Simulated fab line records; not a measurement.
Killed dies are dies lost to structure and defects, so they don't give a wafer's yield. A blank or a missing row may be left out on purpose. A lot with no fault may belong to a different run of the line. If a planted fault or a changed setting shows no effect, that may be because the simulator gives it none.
Chamber matching ; flow n5_finfet ; pecvd-04 running N5_BEOL_M0_SAQP_PECVD_96: 3 sister chambers
The step deposits a-Si from SiH4/He, target thk 45 nm, time 45.2 s. 6 wafers are shown with their chamber, then 7 later ones without.

## WAFERS PAIRED WITH THEIR CHAMBERS
wafer;chamber;showerhead_plenum_p_Torr (Torr);throttle_valve_pct (%)
L084.6;1;5.71;18.2
L085.1;1;5.70;18.0
L085.2;2;5.66;17.2
L085.5;0;5.62;18.2
L089.2;0;5.61;18.0
L089.3;2;5.66;17.6

## WAFERS WITH NO CHAMBER GIVEN
wafer;showerhead_plenum_p_Torr (Torr);throttle_valve_pct (%)
L089.6;5.66;17.2
L094.1;5.70;18.2
L094.2;5.61;18.1
L094.5;5.61;18.2
L095.2;5.71;18.0
L095.3;5.65;16.3
L095.5;5.64;16.2

## CHAMBER TAKEN BY EACH
wafer;from the rows above;in truth
L089.6;2;2
L094.1;1;1
L094.2;0;0
L094.5;0;0
L095.2;1;1
L095.3;2;2
L095.5;2;2
Placed correctly: 7 of 7. Number that these rows cannot place: 0. Number placed wrongly: 0.
How it was worked out, from the rows above alone: a wafer's distance from a chamber is the root of the sum, over the readings, of the square of ((its reading less the chamber's mean) divided by the reading's scatter). If the next closest chamber is less than 2 further off than the closest, the wafer can't be placed; otherwise it belongs to the closest. For every chamber, the mean is computed from those of its wafers that are shown. How the scatter is found: for the shown wafers, subtract from each reading the mean of its chamber, square and add these, divide the total by (wafers less chambers), then take the root.
